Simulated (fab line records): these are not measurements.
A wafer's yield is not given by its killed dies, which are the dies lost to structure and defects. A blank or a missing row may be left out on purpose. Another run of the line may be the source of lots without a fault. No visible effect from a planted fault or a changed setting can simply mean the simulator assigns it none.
fab line records	flow nand_harc
record: lots: 13	wafers: 39	last_day: 32
route steps=1302 shown A_SLIT@942 A_WL_FILL@967
lots untouched by any fault: they come from a run of this same line in which no faults occurred
start_h: start of the lot's first displayed wafer, in hours after the record's first day	wait_h: how many hours have passed since the lot's step before this one	" unchanged from the row above	L1.1+2: a single row standing in for several wafers	- no value, or no start was given	* or withheld: withheld	< > ~ a bound
route shown NAME@n: NAME is a module with steps in the file, n the number in the route of the first one	usual: the fault-free wafers' mean and standard deviation	same: alike in all rows	chamber/n: place in a boat	sites: readings site by site	_std_site: standard deviation across them	_edge_site: outer sites' mean less inner sites'	radius_mm: for every site, how far away it sits from the centre of the wafer	mask NAME#n: copy n	behind: tool/chamber where the wafer was last shaped	hold: cause of the lot's hold/its duration in hours/its outcome	device: which transistor (n, p or np) failed to switch	end of line: at the end of the route, the tests of the same wafers	a step given without rows: its recipe and nothing more	killed: count of dies lost to structure and defects at first sort (not the wafer's yield)	map: shows each die of a wafer: x if killed, . if not, _ if none is there
set.NAME: the setting the step ran with; set.NAME@STEP: the setting that earlier step ran with	model.NAME: the simulator's own value behind a step, which no gauge read
one table for each step of the route and one row for each wafer, over a sample of lots
services: when a tool's chamber went out of use (start_h, in hours from the record's first day, below 0 if earlier), for how many hours, and the reason
== steps ==
step: NHARC_A_SLIT_ETCH_29
recipe: target_depth_a: 1000	overetch_a: 100	time_s: 55	ion_energy_ev: 100	cf4_flow_sccm: 80	o2_flow_sccm: 20	ar_flow_sccm: 0	rf_w: 300	bias_w: 100	chemistry: CF4/O2
usual: drypump_motor_current_A: 5.6/0.44	oes_f_703_au: 1.001/0.0044	oes_product_au: 0.996/0.0092	rf_vpp_V: 197.9/1.5	showerhead_plenum_p_Torr: 1.34/0.062	throttle_valve_pct: 13.398/0.0091
lot.wafer	tool	chamber	start_h	wait_h	drypump_motor_current_A	oes_f_703_au	oes_product_au	rf_hours_counter_h	rf_vpp_V	showerhead_plenum_p_Torr	throttle_valve_pct
L437.1	rie_diel-06	1	468.93	0.1	5.7	1.007	1.006	8	196.8	1.28	13.403
L437.4	"	2	"	"	4.6	0.996	0.991	9	198.9	1.41	13.399
L437.5	"	0	"	"	6.1	1.002	0.977	-	198.7	1.42	13.391
L435.4	rie_diel-06	2	473.77	0.1	4.6	1.003	0.998	10	199.3	1.41	13.399
L435.6	"	0	"	"	6.1	1.001	0.981	-	199.5	1.42	13.394
L435.5	"	1	"	"	5.7	0.998	1.001	-	197.5	1.28	13.403
L438.2	rie_diel-11	0	476.90	0.1	5.7	1.002	0.995	3	198.4	1.39	13.396
L438.4	"	3	"	"	5.4	1.000	1.003	2	198.9	1.33	13.406
L438.5	"	0	"	"	5.7	0.997	0.996	-	199.9	1.39	13.382
L439.4	rie_diel-07	1	492.64	0.1	5.1	0.997	0.994	1	196.7	1.33	13.392
L439.1	"	3	"	"	5.7	1.007	0.997	1	195.2	1.28	13.388
L439.5	"	2	"	"	5.3	0.997	0.994	-	196.2	1.26	13.380
L442.1	rie_diel-07	0	528.03	0.1	5.7	1.000	1.008	3	197.6	1.28	13.387
L442.5	"	2	"	"	5.3	1.002	0.996	-	196.0	1.26	13.399
L442.6	"	3	"	"	5.7	1.009	0.999	-	196.1	1.28	13.388
L443.4	rie_diel-06	0	528.89	0.1	6.1	1.003	0.983	2	199.3	1.42	13.414
L443.1	"	3	"	"	6.1	0.996	1.006	2	198.5	1.38	13.402
L443.6	"	1	"	"	5.6	0.998	0.989	-	197.0	1.28	13.394
L446.3	rie_diel-07	2	576.71	0.1	5.3	0.999	0.987	7	195.5	1.26	13.401
L446.4	"	0	"	"	5.6	0.998	1.011	6	196.5	1.28	13.400
L446.1	"	1	"	"	5.0	1.005	0.989	7	198.1	1.33	13.393
L447.1	rie_diel-11	3	578.17	0.1	5.4	0.999	0.995	8	197.5	1.33	13.400
L447.4	"	0	"	"	5.7	1.000	1.007	9	198.4	1.38	13.378
L447.3	"	1	"	"	5.4	0.992	1.000	9	200.1	1.43	13.409
L450.2	rie_diel-11	3	629.40	0.1	5.4	1.010	1.004	1	195.4	1.33	13.386
L450.4	"	0	"	"	5.7	1.003	0.999	1	199.1	1.38	13.408
L450.6	"	2	"	"	6.3	1.006	0.983	-	196.4	1.29	13.404
L454.4	rie_diel-06	2	651.46	0.1	4.6	1.000	0.990	6	198.6	1.41	13.385
L454.3	"	3	"	"	6.1	1.002	1.003	6	199.9	1.38	13.400
L454.5	"	2	"	"	4.6	0.995	0.995	-	200.7	1.41	13.407
L455.1	rie_diel-06	1	653.56	0.1	5.7	0.993	1.000	7	197.8	1.28	13.400
L455.2	"	2	"	"	4.6	0.998	0.985	6	199.1	1.41	13.395
L455.6	"	1	"	"	5.6	1.000	1.005	-	197.1	1.28	13.399
L457.1	rie_diel-11	3	656.91	0.1	5.5	0.998	0.989	3	197.9	1.33	13.403
L457.3	"	2	"	"	6.3	1.011	0.992	3	197.8	1.29	13.400
L457.6	"	0	"	"	5.6	0.998	1.010	-	198.8	1.38	13.391
L456.2	rie_diel-07	3	661.61	0.1	5.7	1.006	1.000	0	196.6	1.28	13.397
L456.6	"	2	"	"	5.3	1.006	0.995	-	196.7	1.26	13.379
L456.5	"	3	"	"	5.7	0.994	0.999	-	197.4	1.28	13.404
step: NHARC_A_SLIT_CD_MEAS_21
usual: cd_nm: 289.8/0.85
lot.wafer	tool	chamber	start_h	wait_h	cd_nm
L437.1	cd_sem-03	-	469.45	-	287.9
L437.4	"	-	"	"	289.7
L437.5	"	-	"	"	290.7
L435.4	cd_sem-02	-	474.30	-	287.9
L435.5	"	-	"	"	286.9
L435.6	"	-	"	"	288.5
L438.2	cd_sem-02	-	477.44	-	291.3
L438.4	"	-	"	"	291.5
L438.5	"	-	"	"	289.9
L439.1	cd_sem-01	-	493.19	-	287.9
L439.4	"	-	"	"	289.2
L439.5	"	-	"	"	289.5
L442.1	cd_sem-01	-	528.55	-	289.5
L442.5	"	-	"	"	290.0
L442.6	"	-	"	"	288.8
L443.1	cd_sem-01	-	529.42	-	290.0
L443.4	"	-	"	"	290.9
L443.6	"	-	"	"	290.8
L446.1	cd_sem-02	-	577.25	-	289.4
L446.3	"	-	"	"	290.2
L446.4	"	-	"	"	289.0
L447.1	cd_sem-03	-	578.71	-	289.6
L447.3	"	-	"	"	289.9
L447.4	"	-	"	"	290.4
L450.2	cd_sem-01	-	629.93	-	289.3
L450.4	"	-	"	"	288.6
L450.6	"	-	"	"	289.8
L454.3	cd_sem-02	-	652.03	0.1	290.9
L454.4	"	-	"	"	290.8
L454.5	"	-	"	"	290.3
L455.1	cd_sem-01	-	654.09	-	291.0
L455.2	"	-	"	"	290.8
L455.6	"	-	"	"	289.4
L457.1	cd_sem-03	-	657.48	0.1	289.2
L457.3	"	-	"	"	289.1
L457.6	"	-	"	"	288.5
L456.2	cd_sem-01	-	662.18	0.1	290.1
L456.5	"	-	"	"	289.9
L456.6	"	-	"	"	288.7
step: NHARC_A_WL_FILL_STRIP_29
recipe: time_s: 20	o2_flow_sccm: 500	ar_flow_sccm: 0	bias_w: 0	chemistry: O2
usual: drypump_motor_current_A: 5.8/0.37	oes_product_au: 1.004/0.0097	rf_vpp_V: 57.6/0.95	showerhead_plenum_p_Torr: 3.47/0.17	throttle_valve_pct: 17.037/0.0084
lot.wafer	tool	chamber	start_h	wait_h	drypump_motor_current_A	oes_product_au	rf_hours_counter_h	rf_vpp_V	showerhead_plenum_p_Torr	throttle_valve_pct
L437.1	rie_diel-04	2	491.56	0.1	6.2	0.982	6.9	58.3	3.38	17.034
L437.4	"	0	"	"	5.7	1.004	8.2	56.8	3.56	17.038
L437.5	"	2	"	"	6.2	0.993	-	59.4	3.38	17.040
L435.4	rie_diel-09	3	493.62	0.1	5.4	0.993	-	57.5	3.77	17.039
L435.5	"	0	"	"	5.8	0.996	-	58.4	3.35	17.048
L435.6	"	1	"	"	6.0	0.994	-	58.5	3.36	17.021
L438.2	rie_diel-10	0	497.37	0.1	5.6	1.001	2.4	57.7	3.76	17.050
L438.4	"	1	"	"	5.5	0.997	2.4	55.4	3.46	17.020
L438.5	"	3	"	"	5.0	1.014	-	56.2	3.33	17.060
L439.4	rie_diel-09	3	511.81	0.1	5.4	1.028	0.1	60.1	3.77	17.050
L439.1	"	2	"	"	5.9	0.998	0.0	58.3	3.73	17.035
L439.5	"	0	"	"	5.8	1.017	-	55.6	3.35	17.029
L443.1	rie_diel-04	2	547.74	0.1	6.2	1.000	0.7	56.3	3.37	17.044
L443.4	"	0	"	"	5.8	1.008	0.6	58.2	3.56	17.024
L443.6	"	1	"	"	6.1	1.009	-	58.0	3.30	17.031
L442.1	rie_diel-04	3	550.87	0.1	6.5	1.009	0.8	58.2	3.46	17.029
L442.6	"	0	"	"	5.7	1.006	-	58.6	3.56	17.032
L442.5	"	1	"	"	6.1	0.995	-	55.9	3.30	17.040
L446.1	rie_diel-09	0	598.23	0.1	5.8	1.002	2.4	56.8	3.35	17.051
L446.3	"	1	"	"	6.0	0.988	2.3	56.7	3.36	17.024
L446.4	"	2	"	"	5.8	0.984	2.3	58.9	3.73	17.025
L447.3	rie_diel-04	0	598.73	0.1	5.7	0.999	3.3	56.8	3.56	17.031
L447.4	"	1	"	"	6.1	1.009	2.9	56.2	3.29	17.040
L447.1	"	2	"	"	6.2	0.994	3.1	56.6	3.37	17.043
L450.4	rie_diel-10	0	648.41	0.1	5.6	1.023	0.8	58.9	3.76	17.036
L450.2	"	3	"	"	5.0	1.006	0.6	57.3	3.32	17.027
L450.6	"	0	"	"	5.6	1.015	-	58.6	3.76	17.043
L455.2	rie_diel-09	3	670.11	0.1	5.5	1.015	4.4	59.5	3.77	17.041
L455.1	"	0	"	"	5.8	1.012	4.0	57.5	3.35	17.032
L455.6	"	1	"	"	6.0	0.990	-	56.5	3.36	17.029
L454.3	rie_diel-04	2	670.14	0.1	6.2	0.998	7.3	57.4	3.37	17.029
L454.4	"	0	"	"	5.7	1.007	7.5	58.2	3.55	17.046
L454.5	"	1	"	"	6.1	1.009	-	56.9	3.29	17.029
L457.1	rie_diel-04	2	676.39	0.1	6.2	1.010	7.4	57.4	3.37	17.034
L457.3	"	0	"	"	5.7	1.004	7.6	57.6	3.55	17.028
L457.6	"	2	"	"	6.2	1.015	-	57.9	3.37	17.049
L456.2	rie_diel-10	2	680.78	0.1	5.3	0.983	1.2	56.4	3.39	17.025
L456.5	"	3	"	"	5.0	0.998	-	57.3	3.32	17.029
L456.6	"	0	"	"	5.6	1.006	-	57.6	3.76	17.032
step: NHARC_A_WL_FILL_ETCHBACK_17
recipe: target_depth_a: 40	time_s: 26.7	chemistry: Cl2/BCl3
usual: drypump_motor_current_A: 5.9/0.4	oes_product_au: 0.999/0.0079	run_length_s: 48.0/0.37
lot.wafer	tool	chamber	start_h	wait_h	drypump_motor_current_A	oes_product_au	rf_hours_counter_h	run_length_s
L437.1	rie_metal-01	0	491.67	-	6.5	1.001	1.7	47.5
L437.4	"	0	"	"	6.5	0.999	-	47.4
L437.5	"	0	"	"	6.5	1.008	-	47.9
L435.4	rie_metal-03	0	493.82	-	5.4	1.003	-	48.2
L435.5	"	0	"	"	5.4	1.002	-	47.8
L435.6	"	0	"	"	5.4	1.006	-	47.6
L438.2	rie_metal-02	0	497.47	-	5.4	0.984	0.5	48.2
L438.4	"	1	"	"	6.1	1.012	-	48.9
L438.5	"	0	"	"	5.4	0.992	-	48.1
L439.1	rie_metal-03	1	511.89	-	6.0	1.003	2.3	48.0
L439.4	"	0	"	"	5.4	1.013	-	48.4
L439.5	"	1	"	"	6.0	1.008	-	48.2
L443.1	rie_metal-02	1	547.84	-	6.1	1.001	1.5	48.3
L443.4	"	1	"	"	6.1	1.000	-	48.3
L443.6	"	0	"	"	5.4	0.994	-	48.2
L442.1	rie_metal-01	1	550.94	-	5.7	0.991	2.8	48.5
L442.6	"	1	"	"	5.7	0.994	-	48.4
L442.5	"	0	"	"	6.5	1.005	-	47.8
L446.1	rie_metal-03	0	598.33	-	5.4	0.998	1.3	47.8
L446.3	"	1	"	"	6.0	0.987	-	48.0
L446.4	"	0	"	"	5.4	0.994	-	47.7
L447.1	rie_metal-02	0	598.81	-	5.4	0.994	2.4	48.2
L447.4	"	0	"	"	5.4	0.994	-	48.2
L447.3	"	1	"	"	6.0	0.992	-	48.3
L450.2	rie_metal-02	1	648.51	-	6.1	1.018	0.1	35.9
L450.4	"	1	"	"	6.1	1.015	-	35.6
L450.6	"	1	"	"	6.0	1.017	-	35.6
L455.1	rie_metal-01	1	670.19	-	5.7	0.994	1.7	48.2
L455.2	"	0	"	"	6.5	0.998	1.7	47.6
L455.6	"	1	"	"	5.8	0.988	-	47.9
L454.4	rie_metal-03	1	670.26	-	6.0	0.999	-	48.0
L454.3	"	0	"	"	5.4	0.997	-	47.7
L454.5	"	1	"	"	6.0	1.003	-	48.1
L457.1	rie_metal-03	0	676.47	-	5.4	0.993	2.7	47.9
L457.3	"	1	"	"	6.0	0.992	-	47.8
L457.6	"	1	"	"	6.0	0.997	-	48.4
L456.2	rie_metal-01	1	680.85	-	5.7	0.994	2.0	47.9
L456.6	"	1	"	"	5.7	0.991	-	48.0
L456.5	"	0	"	"	6.6	1.005	-	47.5
== services ==
tool	chamber	start_h	hours	kind
rie_metal-02	-	454.04	9.0	pm
rie_diel-06	2	454.75	6.3	repair
rie_metal-03	0	467.98	15.2	repair
rie_diel-07	-	471.25	9.0	pm
rie_metal-03	1	475.48	27.0	repair
rie_diel-06	-	484.20	9.0	pm
rie_diel-09	2	488.94	7.0	repair
rie_diel-04	2	489.03	1.6	repair
rie_diel-09	-	497.10	9.0	pm
rie_diel-07	2	510.65	2.2	repair
rie_diel-11	-	518.05	0.7	repair
rie_metal-03	-	519.00	9.0	pm
rie_diel-04	-	531.90	9.0	pm
rie_metal-01	0	535.62	14.3	repair
rie_metal-01	1	547.60	2.7	repair
rie_diel-09	2	549.37	5.8	repair
rie_diel-09	3	550.99	3.4	repair
rie_diel-07	3	562.37	4.8	repair
rie_diel-06	3	572.48	5.9	repair
rie_metal-01	-	575.00	9.0	pm
rie_diel-11	-	609.67	9.0	pm
rie_metal-02	-	631.04	9.0	pm
rie_diel-07	-	648.25	9.0	pm
rie_diel-06	-	661.20	9.0	pm
== key ==
first_sign: step: NHARC_A_WL_FILL_ETCHBACK_17	reading: run_length_s	direction: down	sigmas: 33	usual: *	struck: *
effect none on later readings
met_at NHARC_A_WL_FILL_ETCHBACK_17
struck_lots L450
later_rows_left_out L450.2,L450.4,L450.6
sort_left_out L450.2,L450.4,L450.6
tester_left_out L450
not_acting_at NHARC_A_SLIT_ETCH_29,NHARC_A_SLIT_CD_MEAS_21,NHARC_A_WL_FILL_STRIP_29
onset_between 598.81 648.51
fault: kind: process_parameter_drift	tool: rie_metal-02	chamber: -	onset_h: 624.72	steps: NHARC_A_WL_FILL_ETCHBACK_17	channel: time_s	offset: *	shape: step	acts_in: *	stated: *
tester_left_out: of these lots the tester's yield and bins aren't shown, on N5 and GAA mostly nor the transistor test; their killed dies are dies lost to structure and defects alone, not to doping, threshold or leakage, so they don't give the yield
sort_left_out: the simulated sort isn't trusted on such a fault, so these wafers' sort isn't shown, and their yield isn't known
later_rows_left_out: the simulator's readings of these wafers behind a module that went badly wrong aren't trusted and aren't shown, but for the sort
